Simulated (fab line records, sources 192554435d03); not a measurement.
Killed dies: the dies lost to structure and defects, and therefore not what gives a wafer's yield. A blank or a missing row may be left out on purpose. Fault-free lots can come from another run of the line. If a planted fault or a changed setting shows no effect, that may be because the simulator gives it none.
Comparing a struck lot with a sound one || flow n5_finfet || 18 out of 1938 route steps
Sound: wafers L843.3, L843.5, L843.6. Struck: wafer L856.2. (L856.3, L856.6 of the same lot were not struck and are left out.) The cause comes at the end.
Each step with rows lists, per side, the tool, then ch with its chambers, then its first start. Under that, the readings that differ: sound wafers || struck wafers || difference of the means || sigmas: that difference in standard deviations of wafers without a fault.
alike: words and numbers the same on both sides, and readings whose means are apart by under 2 such deviations; not compared: readings that were withheld, readings missing a value for some wafer, numbers with overlapping values and no deviation given by the record, and bounds like >300 which may hide the same value.
The two part at a step that has a row with sigmas, a row that says differs or no value, or rows on one side only. When numbers do not overlap yet have no deviation, they are printed without sigmas and do not part them. A reading missing from all wafers of one side parts the sides only when that side holds two or more wafers.

first, 7 steps without rows for these wafers: N5_BEOL_M6_COAT_60 (time 60 s, resist thk 35 nm); N5_BEOL_M6_COAT_05 (resist thk 90 nm); N5_BEOL_M6_EBR_07; N5_BEOL_M6_SOFTBAKE_06 (time 60 s); N5_BEOL_M6_EXPOSE_08 (exposes mask M6); N5_BEOL_M6_PEB_09 (peb time 60 s); N5_BEOL_M6_DEVELOP_10 (develop time 30 s).
N5_BEOL_M6_CD_MEAS_11 targets a cd of 38.5 nm.
  sound on cd_sem-03 ch 0, day 8 04:30; struck on cd_sem-01 ch 0, day 11 19:38
  alike: cd_nm
N5_BEOL_M6_OVL_MEAS_12:
  sound on overlay-02 ch 0, day 8 04:32; struck on overlay-01 ch 0, day 11 19:40
  alike: M6_OVL
N5_BEOL_M6_INSPECT_13: inspects for defects (brightfield).
  sound: defect_inspect-02 at day 8 04:33; struck: defect_inspect-01 at day 11 19:41
  alike: raw_defect_count
N5_BEOL_M6_DESCUM_16: chemistry O2, time 7.9 s.
  sound on rie_diel-03 ch 0,2,3, day 8 04:35; struck on rie_diel-01 ch 0, day 11 19:49
  alike: bias_power_w, drypump_motor_current_A, oes_product_au, rf_vpp_V, showerhead_plenum_p_Torr, temp_c, throttle_valve_pct
  not compared: rf_hours_counter_h
N5_BEOL_M6_ETCH_61: etches SiARC in CF4, target depth 45.5 nm, time 75.8 s.
  sound on rie_diel-03 ch 0,2,3, day 8 04:37; struck on rie_diel-01 ch 0, day 11 19:51
  alike: cf4_flow_sccm, drypump_motor_current_A, etch_rf_on_time_s, oes_product_au, rf_vpp_V, showerhead_plenum_p_Torr, throttle_valve_pct
  not compared: rf_hours_counter_h
N5_BEOL_M6_ETCH_62: etches SOC in N2/H2, target depth 110 nm, overetch 22 nm, time 165 s.
  sound on rie_diel-03 ch 0,2,3, day 8 04:41; struck on rie_diel-01 ch 0, day 11 19:55
{"reading": "model.SiARC_of_BEOL_M6_COAT_60.thk_nm (nm)", "sound": "28.4 28.4 28", "struck": 27.4, "difference": -0.9, "sigmas": ""}
  alike: drypump_motor_current_A, oes_product_au, rf_vpp_V, showerhead_plenum_p_Torr, temp_c, throttle_valve_pct
  not compared: rf_hours_counter_h
then, 1 step without rows for these wafers: N5_BEOL_M6_STRIP_68 (strips in N2/H2).
N5_BEOL_M6_STRIP_67: strips in CF4.
  sound on rie_diel-03 ch 0,2,3, day 8 04:49; struck on rie_diel-01 ch 0, day 11 20:03
  alike: bias_power_w, cf4_flow_sccm, drypump_motor_current_A, oes_product_au, rf_vpp_V, showerhead_plenum_p_Torr, throttle_valve_pct
  not compared: rf_hours_counter_h
N5_BEOL_M6_HM_OPEN_17: chemistry Cl2/BCl3, target TiN, target depth 20 nm, overetch 6 nm.
  sound on rie_metal-02 ch 0, day 8 04:55; struck on rie_metal-03 ch 0, day 11 20:05
{"reading": "rf_hours_counter_h (h)", "sound": "- - -", "struck": 35, "difference": "no value on the sound wafers", "sigmas": ""}
{"reading": "model.etch.depth_nm (nm)", "sound": "20.22 19.99 20.21", "struck": 18.08, "difference": -2.06, "sigmas": ""}
  alike: drypump_motor_current_A, oes_product_au, throttle_valve_pct
N5_BEOL_M6_STRIP_19: strips in O2.
  sound on rie_diel-03 ch 2,3, day 8 05:14; struck on rie_diel-03 ch 0, day 11 20:15
  alike: drypump_motor_current_A, oes_product_au, rf_vpp_V, showerhead_plenum_p_Torr, temp_c, throttle_valve_pct
  not compared: rf_hours_counter_h
-- the record jumps here: 4 days lie between the struck wafers' starts before and after (it left off in module BEOL_M6 and takes up again in module PASSIVATION, whose first step shown is number 1936 of the route) --
N5_PASSIVATION_PROBE_49:
  sound: prober-02 at day 11 14:51; struck: prober-01 at day 15 18:49
{"reading": "killed_at_M4_up", "sound": "13 6 8", "struck": 22, "difference": "+13", "sigmas": "+2"}
{"reading": "killed_open", "sound": "51 48 54", "struck": 89, "difference": "+38", "sigmas": "+3"}
{"reading": "sort_bin_5_function (%)", "sound": "3.4 3.6 3.9", "struck": 6.1, "difference": "+2.5", "sigmas": "+2"}
  alike: defect_limited_yield, killed_at_M0_to_M3, killed_at_contacts, killed_at_front_end, killed_at_other, killed_dies, killed_short, sort_bin_6_memory, sort_bin_8_speed, sort_n_pass, sort_yield_pct

## WHERE THEY PART
Last at N5_PASSIVATION_PROBE_49 as far as this record goes, first at N5_BEOL_M6_HM_OPEN_17.

WHY: what had been put in by the simulator
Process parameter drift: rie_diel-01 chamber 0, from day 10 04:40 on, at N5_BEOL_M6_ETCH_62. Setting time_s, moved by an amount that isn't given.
